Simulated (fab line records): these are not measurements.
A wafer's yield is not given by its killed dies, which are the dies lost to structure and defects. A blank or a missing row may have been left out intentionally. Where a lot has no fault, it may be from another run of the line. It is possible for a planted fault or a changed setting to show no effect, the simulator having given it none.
Chamber matching	flow n5 finfet	4 sister chambers for N5_MOL_CONTACT_COAG_ETCH_67 on rie diel-01
The step etches SOC in N2/H2, target depth 60 nm, overetch 21 nm, time 101.2 s. 8 wafers are shown with their chamber, then 8 later ones without.

WAFERS, EACH WITH ITS CHAMBER
wafer	chamber	showerhead plenum p Torr (Torr)	drypump motor current A (A)
L081.1	1	2.39	5.0
L081.3	2	2.57	5.6
L083.3	1	2.39	5.1
L083.6	3	2.46	6.2
L086.1	3	2.45	6.2
L086.2	0	2.46	6.3
L086.3	2	2.57	5.6
L089.3	0	2.46	6.3

WAFERS WHOSE CHAMBER IS MISSING
wafer	showerhead plenum p Torr (Torr)	drypump motor current A (A)
L089.4	2.70	5.0
L089.6	2.70	5.1
L093.2	2.45	6.2
L093.4	2.56	5.7
L093.5	2.70	5.0
L092.1	2.45	6.2
L092.2	2.70	5.0
L092.5	2.45	6.2

WHICH CHAMBER EACH ONE RAN IN
wafer	from the rows above	in truth
L089.4	2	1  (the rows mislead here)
L089.6	2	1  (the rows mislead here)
L093.2	3	3
L093.4	2	2
L093.5	2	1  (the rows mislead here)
L092.1	3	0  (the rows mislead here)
L092.2	2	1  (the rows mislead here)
L092.5	3	3
Placed correctly: 3 of 8. From these rows, 0 cannot be placed. Wrongly placed: 5.
How it was worked out, from the rows above alone: a wafer's distance from a chamber is the root of the sum, over the readings, of the square of ((its reading less the chamber's mean) divided by the reading's scatter). If the next closest chamber is less than 2 further off than the closest, the wafer can't be placed; otherwise it belongs to the closest. A chamber's mean is the mean of its shown wafers. How the scatter is found: for the shown wafers, subtract from each reading the mean of its chamber, square and add these, divide the total by (wafers less chambers), then take the root.
